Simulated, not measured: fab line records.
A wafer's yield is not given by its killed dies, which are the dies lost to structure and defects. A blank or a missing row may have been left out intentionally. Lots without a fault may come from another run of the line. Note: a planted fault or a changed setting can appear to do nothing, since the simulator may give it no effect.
Matching of chambers -- flow nand harc -- pecvd-03 running NHARC_THIN_TSV_DEP_43: 3 sister chambers
The step deposits SiO2, target thk 1328.5 nm. 3 wafers are shown with their chamber, then 8 later ones without.

WAFERS, EACH WITH ITS CHAMBER
wafer,chamber,throttle valve pct (%)
L489.1,0,16.4
L492.5,1,16.1
L494.1,2,15.8

WAFERS MISSING THEIR CHAMBER
wafer,throttle valve pct (%)
L494.4,15.6
L494.6,15.7
L495.2,15.9
L495.3,16.2
L495.6,15.8
L493.1,15.6
L493.4,15.8
L493.6,15.9

EACH ONE'S CHAMBER
wafer,from the rows above,in truth
L494.4,2,2
L494.6,2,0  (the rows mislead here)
L495.2,can't be placed: 2 or 1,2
L495.3,can't be placed: 1 or 0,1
L495.6,2,2
L493.1,2,2
L493.4,2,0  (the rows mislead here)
L493.6,can't be placed: 2 or 1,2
3 of 8 placed correctly. From these rows, 3 cannot be placed; in 3 the true chamber is one of the candidates. Number placed wrongly: 2.
How it was worked out, from the rows above alone: a wafer's distance from a chamber is the root of the sum, over the readings, of the square of ((its reading less the chamber's mean) divided by the reading's scatter). The wafer belongs to the nearest chamber; if the next one is less than 2 further off, it can't be placed. A chamber's mean is the mean of its shown wafers. The scatter (one wafer shown for each chamber): square how far every hidden wafer sits from the nearest shown wafer, average those squares and take the square root.
